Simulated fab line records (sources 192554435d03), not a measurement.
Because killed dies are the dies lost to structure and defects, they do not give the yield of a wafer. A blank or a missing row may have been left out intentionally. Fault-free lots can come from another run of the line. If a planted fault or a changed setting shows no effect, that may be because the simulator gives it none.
Split-lot study + flow n5 finfet + 7 lots, 21 wafers read, on a route of 1938 steps

## SPLIT DETAILS
At N5_BEOL_M4_TRENCH_ETCH_37 (etches SiOC in C4F6/O2, target depth 55.555 nm, time 29.2 s), the setting source w was moved away from the recipe's 355 W on 8 of the 21 wafers read, by -17.1% to +15.0%. This setting was run at the recipe's value on the other wafers.

The reading comes from the split's own step.

## THE READING
rf vpp V, in V, at N5_BEOL_M4_TRENCH_ETCH_37 (etches SiOC in C4F6/O2, target depth 55.555 nm, time 29.2 s). Typical for fault-free wafers on this fab line: 664 V, with standard deviation 6.1 V.

| wafer  | tool, chamber at the split | source w as run, W | against the recipe | rf vpp V, V | against lot-mates on the recipe |
|--------|----------------------------|--------------------|--------------------|-------------|---------------------------------|
| L075.1 | rie diel-02, 3             | 355                | recipe             | 673         | -                               |
| L075.2 | rie diel-02, 2             | 355                | recipe             | 661         | -                               |
| L075.3 | rie diel-02, 1             | 355                | recipe             | 654         | -                               |
| L076.1 | rie diel-04, 2             | 355                | recipe             | 665         | -                               |
| L076.2 | rie diel-04, 0             | 294.4              | -17.1%             | 743         | +81                             |
| L076.6 | rie diel-04, 1             | 355                | recipe             | 659         | -                               |
| L077.4 | rie diel-02, 3             | 320.7              | -9.7%              | 708         | no lot-mate on the recipe       |
| L077.5 | rie diel-02, 1             | 320.7              | -9.7%              | 688         | no lot-mate on the recipe       |
| L077.6 | rie diel-02, 2             | 320.7              | -9.7%              | 694         | no lot-mate on the recipe       |
| L080.1 | rie diel-04, 0             | 355                | recipe             | 675         | -                               |
| L080.5 | rie diel-04, 1             | 384.4              | +8.3%              | 633         | -36                             |
| L080.6 | rie diel-04, 2             | 355                | recipe             | 664         | -                               |
| L085.1 | rie diel-06, 0             | 355                | recipe             | 660         | -                               |
| L085.2 | rie diel-06, 1             | 355                | recipe             | 665         | -                               |
| L085.5 | rie diel-06, 2             | 405.6              | +14.3%             | 619         | -44                             |
| L095.1 | rie diel-06, 0             | 355                | recipe             | 660         | -                               |
| L095.3 | rie diel-06, 3             | 408.1              | +15.0%             | 613         | -46                             |
| L095.6 | rie diel-06, 3             | 355                | recipe             | 657         | -                               |
| L096.1 | rie diel-06, 0             | 355                | recipe             | 660         | -                               |
| L096.4 | rie diel-06, 1             | 322.3              | -9.2%              | 699         | +40                             |
| L096.6 | rie diel-06, 3             | 355                | recipe             | 657         | -                               |

THE FIT
A straight line over all 21 wafers: rf vpp V changes by -3.72 V for each +1% of source w; r = -0.97; the points scatter about the line by 7.4 V.
The same after taking each lot's own level away (the mean of its wafers on the recipe; 18 wafers): -3.88 V for each +1%; r = -0.97; scatter 6.9 V.
The reading moves by 66 V for the largest change in source w, on that fit.
Across the lots, their own levels run from 658.5 to 669.5 V, a range of 1.8 times the standard deviation given above.
Hence the lot-to-lot level has little effect on the slope; both slopes agree.
Check: +59.4 V against its lot-mates is what the line predicts for one of the wafers moved furthest among these (-17.1%) when that wafer is left out of the fit. It came out at +81 V against them.
Tool readings at the split's step, against how far the setting was moved: rf vpp V r = -0.97.

## THESE WAFERS: OTHER SPLITS
Note: prior to the reading, these wafers also went through further splits. Each is held against what the fit with the lots' levels taken away leaves over:
| other split on the same wafers | wafers away from the commonest value | r with rf vpp V (lot level and that fit taken away) |
|--------------------------------|--------------------------------------|-----------------------------------------------------|
| N5_BEOL_M1_COAT_05 spin rpm    | 7                                    | +0.26                                               |
| N5_BEOL_M3_COAT_05 spin rpm    | 6                                    | -0.11                                               |

## THE WHOLE CHAIN: every reading that the file lists as answering this split, in the file's order
| step                      | what it does                                                | reading                                                                   | change (the file's fit)               | r (the file's) |
|---------------------------|-------------------------------------------------------------|---------------------------------------------------------------------------|---------------------------------------|----------------|
| N5_BEOL_M4_TRENCH_ETCH_37 | etches SiOC in C4F6/O2, target depth 55.555 nm, time 29.2 s | rf vpp V                                                                  | -3.85 V for each +1% of the setting   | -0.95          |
| N5_BEOL_M4_TRENCH_ETCH_37 | etches SiOC in C4F6/O2, target depth 55.555 nm, time 29.2 s | etch.depth nm (the simulator's own value, which no gauge read)            | +0.236 nm for each +1% of the setting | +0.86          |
| N5_BEOL_M4_TRENCH_ETCH_37 | etches SiOC in C4F6/O2, target depth 55.555 nm, time 29.2 s | BEOL_M4.feature depth nm (the simulator's own value, which no gauge read) | +0.236 nm for each +1% of the setting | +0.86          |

## THE FILE'S OWN FIT
rf vpp V changes by -3.85 V for each +1% of source w, r = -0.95.
